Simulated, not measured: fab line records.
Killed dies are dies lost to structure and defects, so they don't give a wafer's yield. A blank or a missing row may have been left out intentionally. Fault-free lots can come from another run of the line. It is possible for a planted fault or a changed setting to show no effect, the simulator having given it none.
fab line records	flow n5_finfet
record: lots: 9	wafers: 27	last_day: 18
route steps=1938 shown MOL_CONTACT_COAG@575 BEOL_M4@1111
lots untouched by any fault: they come from a run of this same line in which no faults occurred
start_h: hours from the record's opening day to when the first of the lot's shown wafers began	wait_h: hours elapsed since this lot's preceding step	" as in the row above	L1.1+2: a row that stands for several wafers	- either no value or no given start	* or withheld: withheld	< > ~ a bound
route shown NAME@n: NAME is a module with steps in the file, n the number in the route of the first one	usual: mean/standard deviation of fault-free wafers	same: alike in all rows	chamber/n: place in a boat	sites: readings site by site	_std_site: standard deviation of those values	_edge_site: the outer-site mean with the inner-site mean subtracted	radius_mm: for every site, how far away it sits from the centre of the wafer	mask NAME#n: copy n	behind: the last tool/chamber to shape the wafer	hold: what put the lot on hold/how long, in hours/how the hold closed	device: names the non-switching transistor (n, p or np)	end of line: the route-end tests of the same wafers	for a step that has no rows: nothing shown but its recipe	killed: dies that structure and defects cost at the first sort, which is not the same as the wafer's yield	map: a wafer's dies, x killed, . not, _ none there
set.NAME: the run value of the setting; set.NAME@STEP: its run value at that earlier step	model.NAME: the simulator's own value behind a step, which no gauge read
route steps across a sampled set of lots; one table per step, one row per wafer
services: when a tool's chamber went out of use (start_h, in hours from the record's first day, below 0 if earlier), for how many hours, and the reason
== steps ==
step: N5_MOL_CONTACT_COAG_INSPECT_57
recipe: mode: adi	inspect_instrument: brightfield
usual: raw_defect_count: 212/66
lot.wafer	tool	chamber	start_h	wait_h	raw_defect_count
L549.2	defect_inspect-02	-	119.09	0.0	191
L549.5	"	-	"	"	230
L549.6	"	-	"	"	204
L552.1	defect_inspect-01	-	135.14	0.1	323
L552.3	"	-	"	"	305
L552.4	"	-	"	"	275
L553.1	defect_inspect-02	-	146.78	0.1	171
L553.3	"	-	"	"	209
L553.5	"	-	"	"	169
L554.2	defect_inspect-02	-	150.73	0.0	168
L554.4	"	-	"	"	121
L554.6	"	-	"	"	190
L562.3	defect_inspect-01	-	196.90	0.0	179
L562.4	"	-	"	"	156
L562.6	"	-	"	"	157
L563.1	defect_inspect-01	-	203.41	0.1	244
L563.3	"	-	"	"	280
L563.4	"	-	"	"	188
L564.2	defect_inspect-01	-	203.61	0.0	156
L564.4	"	-	"	"	70
L564.6	"	-	"	"	186
L565.2	defect_inspect-01	-	210.18	0.0	200
L565.5	"	-	"	"	319
L565.6	"	-	"	"	209
L569.1	defect_inspect-01	-	233.53	0.1	240
L569.2	"	-	"	"	233
L569.6	"	-	"	"	327
step: N5_MOL_CONTACT_COAG_ALD_131
recipe: material: SiO2	target_thk_a: 50	temp_c: 100	ald_precursor_family: BDEAS	ald_co_reactant: O2-plasma	pulse_time_s: 1	co_reactant_pulse_time_s: 1	purge_time_s: 2	co_reactant_purge_time_s: 2	ald_cycles: 35	pressure_torr: 2
usual: heater_power_w: 78/9.2	precursor_pulse_height_rel: 1.001/0.02
lot.wafer	tool	chamber	start_h	wait_h	heater_power_w	precursor_pulse_height_rel
L549.2	ald_sin-04	0	119.61	0.1	70	1.001
L549.5	"	3	"	"	81	1.015
L549.6	"	2	"	"	70	1.001
L552.1	ald_sin-01	0	135.42	0.1	68	0.979
L552.3	"	1	"	"	63	1.022
L552.4	"	2	"	"	89	0.998
L553.1	ald_sin-02	0	147.34	0.4	84	0.989
L553.3	"	3	"	"	69	1.037
L553.5	"	1	"	"	91	1.005
L554.2	ald_sin-01	1	150.98	0.1	64	0.981
L554.4	"	3	"	"	85	0.993
L554.6	"	1	"	"	63	0.998
L562.3	ald_sin-04	0	197.07	0.1	71	1.011
L562.4	"	0	"	"	72	1.022
L562.6	"	1	"	"	80	0.983
L563.1	ald_sin-01	3	203.58	0.1	85	1.004
L563.3	"	2	"	"	88	0.998
L563.4	"	0	"	"	67	0.986
L564.2	ald_sin-01	3	203.91	0.1	84	1.028
L564.4	"	2	"	"	89	1.062
L564.6	"	0	"	"	68	0.987
L565.2	ald_sin-02	3	210.35	0.1	64	1.008
L565.5	"	3	"	"	64	0.985
L565.6	"	2	"	"	77	0.971
L569.1	ald_sin-04	3	233.70	0.1	79	1.010
L569.2	"	0	"	"	71	1.009
L569.6	"	0	"	"	73	0.985
step: N5_MOL_CONTACT_COAG_COAT_34
recipe: resist: CAR-EUV	spin_rpm: 1500	resist_thk_nm: 40
usual: spin_speed_rpm: 1500.1/0.96
lot.wafer	tool	chamber	start_h	wait_h	spin_speed_rpm
L549.2	litho_track-01	0	120.53	-	1498.6
L549.5	"	0	"	"	1499.1
L549.6	"	0	"	"	1501.1
L552.1	litho_track-03	0	136.30	-	1499.9
L552.3	"	0	"	"	1499.3
L552.4	"	0	"	"	1499.4
L553.1	litho_track-03	0	148.06	-	1455.1
L553.3	"	0	"	"	1454.4
L553.5	"	0	"	"	1454.5
L554.2	litho_track-03	0	151.70	-	1455.0
L554.4	"	0	"	"	1456.4
L554.6	"	0	"	"	1455.3
L562.3	litho_track-01	0	197.81	-	1500.3
L562.4	"	0	"	"	1499.4
L562.6	"	0	"	"	1498.2
L563.1	litho_track-01	0	204.31	-	1498.3
L563.3	"	0	"	"	1501.5
L563.4	"	0	"	"	1501.0
L564.2	litho_track-04	0	204.64	-	1499.5
L564.4	"	0	"	"	1498.1
L564.6	"	0	"	"	1500.3
L565.2	litho_track-01	0	211.06	-	1500.3
L565.5	"	0	"	"	1500.5
L565.6	"	0	"	"	1499.7
L569.1	litho_track-03	0	234.42	-	1499.9
L569.2	"	0	"	"	1499.7
L569.6	"	0	"	"	1500.8
step: N5_MOL_CONTACT_COAG_ETCH_65
recipe: chemistry: N2/H2	target: underlayer	target_depth_a: 130	mask_material: CAR-EUV	time_s: 10.4	ion_energy_ev: 200	pressure_mtorr: 30	source_w: 840	bias_w: 150	n2_flow_sccm: 200	h2_flow_sccm: 200	ends: cleared
usual: bias_w: 150.0/0.45	drypump_motor_current_A: 5.8/0.46	etch_rf_on_time_s: 10.31/0.24	n2_flow_sccm: 200.1/0.63	oes_product_au: 0.70/0.082	rf_vpp_V: 524.3/1.8	showerhead_plenum_p_Torr: 2.56/0.061	throttle_valve_pct: 17.87/0.28
lot.wafer	tool	chamber	start_h	wait_h	bias_w	drypump_motor_current_A	etch_rf_on_time_s	n2_flow_sccm	oes_product_au	rf_hours_counter_h	rf_vpp_V	showerhead_plenum_p_Torr	throttle_valve_pct
L549.2	rie_diel-01	2	121.28	0.0	150.5	5.3	10.11	199.2	0.62	216	523.7	2.52	18.08
L549.5	"	1	"	"	150.2	6.5	10.19	199.2	0.77	-	525.6	2.58	17.37
L549.6	"	0	"	"	149.5	6.7	10.55	200.5	0.60	-	526.2	2.63	18.09
L552.1	rie_diel-03	3	136.85	0.0	150.3	5.7	10.24	200.2	0.61	249	520.6	2.50	17.92
L552.3	"	2	"	"	150.1	5.3	10.76	200.7	0.78	9	525.4	2.61	17.84
L552.4	"	1	"	"	149.6	6.0	10.24	200.2	0.78	-	521.4	2.49	17.77
L553.1	rie_diel-03	2	148.49	0.0	150.2	5.4	10.69	198.8	0.78	15	526.3	2.61	17.84
L553.3	"	0	"	"	149.5	5.9	10.22	199.9	0.83	4	523.7	2.59	17.89
L553.5	"	2	"	"	150.2	5.3	10.73	199.7	0.77	-	525.0	2.61	17.85
L554.2	rie_diel-06	2	152.26	0.0	150.8	5.5	10.45	200.5	0.60	239	526.8	2.62	18.28
L554.4	"	3	"	"	149.7	5.7	10.03	200.8	0.66	169	523.7	2.54	18.36
L554.6	"	3	"	"	149.1	5.7	9.97	200.4	0.66	-	524.7	2.54	18.34
L562.3	rie_diel-03	1	198.36	0.0	149.4	6.0	10.26	199.6	0.73	50	524.1	2.48	17.82
L562.4	"	3	"	"	150.0	5.8	9.97	200.2	0.82	13	521.6	2.49	17.52
L562.6	"	0	"	"	150.0	5.9	10.42	200.2	0.76	-	526.7	2.59	17.90
L563.1	rie_diel-06	0	204.75	0.0	149.9	5.1	10.70	200.0	0.66	147	526.6	2.66	18.01
L563.3	"	1	"	"	149.2	6.1	10.15	200.4	0.75	45	527.4	2.70	17.59
L563.4	"	1	"	"	150.3	6.1	10.25	200.3	0.74	-	527.2	2.70	17.58
L564.2	rie_diel-01	1	205.48	0.0	149.9	6.4	10.27	200.6	0.73	80	524.3	2.56	17.39
L564.4	"	2	"	"	150.4	5.3	10.31	201.3	0.60	248	523.4	2.51	18.13
L564.6	"	3	"	"	149.5	5.5	10.41	198.6	0.60	-	523.5	2.51	18.12
L565.2	rie_diel-06	1	211.62	0.0	150.1	6.0	10.27	201.1	0.74	49	526.9	2.70	17.58
L565.5	"	3	"	"	150.6	5.7	9.93	200.9	0.65	-	524.8	2.53	18.40
L565.6	"	2	"	"	150.5	5.6	10.27	199.9	0.85	-	526.2	2.61	17.78
L569.1	rie_diel-03	2	234.85	0.0	150.4	5.3	10.62	200.5	0.73	46	525.2	2.59	17.90
L569.2	"	3	"	"	149.9	5.8	9.78	199.6	0.80	24	522.8	2.49	17.57
L569.6	"	3	"	"	150.2	5.8	9.86	200.0	0.80	-	523.0	2.49	17.54
step: N5_BEOL_M4_RC_MEAS_101
usual: DIBL_N: 36.0/1.7	DIBL_P: 36.0/2	IOFF_N: 0.156/0.028	IOFF_P: 0.21/0.04	ION_N: 673/12	ION_P: 463/8.3	SS_N: 71.4/0.6	SS_P: 73.3/0.66	VT_N: 250/3	VT_P: -250/3.8
lot.wafer	tool	chamber	start_h	wait_h	DIBL_N[mV/V]	DIBL_P[mV/V]	IOFF_N[nA/um]	IOFF_P[nA/um]	ION_N[uA/um]	ION_P[uA/um]	SS_N[mV/dec]	SS_P[mV/dec]	VT_N[mV]	VT_P[mV]
L549.2	prober-02	0	179.55	0.5	36.9	36.3	0.167	0.18	677	461	71.3	73.6	250	-254
L549.5	"	0	"	"	36.9	35.9	0.153	0.18	660	448	71.9	73.7	255	-255
L549.6	"	0	"	"	34.7	34.3	0.123	0.16	672	457	70.7	72.6	254	-254
L552.1	prober-02	0	203.34	0.0	39.3	39.6	0.205	0.27	676	471	72.0	75.0	248	-247
L552.3	"	0	"	"	36.9	36.2	0.154	0.21	662	456	71.2	74.1	254	-253
L552.4	"	0	"	"	38.1	36.6	0.160	0.21	662	455	71.5	74.0	254	-254
L554.2	prober-02	0	208.03	0.2	36.1	35.1	0.155	0.20	669	462	71.7	73.6	252	-251
L554.4	"	0	"	"	36.3	35.6	0.168	0.22	681	465	70.9	73.2	248	-247
L554.6	"	0	"	"	36.6	35.9	0.159	0.22	673	461	71.8	74.5	251	-250
L553.1	prober-01	0	209.48	0.1	36.7	35.6	0.160	0.20	682	462	72.3	72.7	249	-252
L553.3	"	0	"	"	38.2	37.2	0.192	0.23	669	458	71.8	73.3	245	-249
L553.5	"	0	"	"	37.4	36.1	0.167	0.21	680	463	71.4	73.8	247	-249
L562.3	prober-02	0	263.12	0.3	38.2	39.8	0.180	0.26	676	466	71.8	73.4	248	-246
L562.4	"	0	"	"	37.0	38.4	0.150	0.23	660	456	71.2	73.9	251	-247
L562.6	"	0	"	"	34.4	35.9	0.121	0.20	663	460	70.9	72.9	253	-250
L563.1	prober-02	0	274.15	0.0	38.8	38.5	0.179	0.24	675	463	71.9	73.6	249	-250
L563.3	"	0	"	"	37.1	36.2	0.156	0.22	687	470	71.3	72.2	248	-248
L563.4	"	0	"	"	37.9	36.2	0.163	0.22	672	460	71.2	72.9	251	-249
L564.2	prober-01	0	275.87	0.2	34.1	35.3	0.130	0.16	660	447	71.4	72.9	252	-257
L564.4	"	0	"	"	33.2	33.7	0.116	0.15	672	451	71.2	72.9	251	-256
L564.6	"	0	"	"	32.0	32.7	0.098	0.13	652	450	70.7	72.6	257	-257
L565.2	prober-02	0	289.62	0.2	34.4	34.3	0.118	0.18	667	462	70.8	72.6	256	-251
L565.5	"	0	"	"	35.9	36.0	0.145	0.21	662	456	71.1	73.1	250	-251
L565.6	"	0	"	"	34.5	33.9	0.125	0.18	662	463	71.1	72.5	252	-252
L569.1	prober-02	0	312.58	0.0	36.8	37.8	0.184	0.23	694	471	71.0	73.2	246	-249
L569.2	"	0	"	"	36.1	37.0	0.167	0.21	684	464	71.1	72.9	248	-251
L569.6	"	0	"	"	36.3	36.7	0.166	0.21	680	459	71.8	73.4	247	-253
== services ==
tool	chamber	start_h	hours	kind
rie_diel-03	2	98.71	-	clean
rie_diel-03	2	98.71	-	consumable_replace:focus_ring
rie_diel-03	2	98.71	21.3	scheduled_down
rie_diel-03	2	98.71	21.3	vent_cycle
ald_sin-01	0	99.90	-	clean
ald_sin-01	1	99.90	-	clean
ald_sin-01	2	99.90	-	clean
ald_sin-01	3	99.90	-	clean
rie_diel-03	-	111.30	2.4	repair
rie_diel-03	0	120.24	-	clean
rie_diel-03	0	120.24	-	consumable_replace:focus_ring
rie_diel-03	0	120.24	20.2	scheduled_down
rie_diel-03	0	120.24	20.2	vent_cycle
ald_sin-01	2	126.17	3.7	repair
rie_diel-06	1	132.23	6.0	repair
rie_diel-06	0	133.63	5.5	repair
rie_diel-06	-	139.31	0.5	repair
ald_sin-02	-	139.72	0.6	repair
rie_diel-03	3	140.46	-	clean
rie_diel-06	3	155.87	5.8	repair
ald_sin-02	-	177.33	14.0	pm
ald_sin-04	3	194.48	12.8	repair
rie_diel-03	-	221.21	0.3	repair
ald_sin-02	3	229.51	6.3	repair
== key ==
first_sign: step: N5_MOL_CONTACT_COAG_COAT_34	reading: spin_speed_rpm	direction: down	sigmas: 47	usual: *	struck: *
effect none on later readings
met_at N5_MOL_CONTACT_COAG_COAT_34
struck_lots L553,L554
not_acting_at N5_MOL_CONTACT_COAG_INSPECT_57,N5_MOL_CONTACT_COAG_ALD_131,N5_MOL_CONTACT_COAG_ETCH_65
onset_between 136.30 148.06
fault: kind: process_parameter_drift	tool: litho_track-03	chamber: -	onset_h: 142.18	steps: N5_MOL_CONTACT_COAG_COAT_34	channel: spin_rpm	offset: *	shape: step	end_h: 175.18	acts_in: *	stated: *
